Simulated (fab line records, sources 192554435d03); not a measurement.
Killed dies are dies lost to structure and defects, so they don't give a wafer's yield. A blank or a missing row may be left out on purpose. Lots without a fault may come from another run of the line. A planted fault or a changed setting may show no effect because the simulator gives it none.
Chamber matching | flow n5_finfet | N5_FIN_CUT_ETCH_20 on rie_diel-04: 4 sister chambers
The step etches SiARC in CF4, target depth 26 nm, time 43.3 s. 4 wafers are shown with their chamber, then 8 later ones without.

WAFERS WITH THEIR CHAMBER
wafer  | chamber | showerhead_plenum_p_Torr (Torr)
L079.4 | 0       | 2.12
L084.1 | 3       | 2.10
L084.3 | 2       | 2.23
L093.2 | 1       | 2.04

WAFERS WITHOUT THEIR CHAMBER
wafer  | showerhead_plenum_p_Torr (Torr)
L093.4 | 2.10
L093.6 | 2.23
L095.2 | 2.04
L095.5 | 2.23
L095.6 | 2.11
L097.1 | 2.10
L097.5 | 2.22
L097.6 | 2.10

WHICH CHAMBER EACH WENT THROUGH
wafer  | from the rows above     | in truth
L093.4 | 3                       | 3
L093.6 | 2                       | 2
L095.2 | 1                       | 1
L095.5 | 2                       | 2
L095.6 | can't be placed: 3 or 0 | 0
L097.1 | 3                       | 3
L097.5 | 2                       | 2
L097.6 | 3                       | 3
Placed correctly: 7 of 8. Can't be placed from these rows: 1 (the true chamber is among the candidates in 1). Placed wrongly: 0.
How it was worked out, from the rows above alone: a wafer's distance from a chamber is the root of the sum, over the readings, of the square of ((its reading less the chamber's mean) divided by the reading's scatter). The wafer belongs to the nearest chamber; if the next one is less than 2 further off, it can't be placed. A chamber's mean is the mean of its shown wafers. The scatter: with one shown wafer a chamber, the root of the mean of the squares of how far each hidden wafer lies from its nearest shown one.
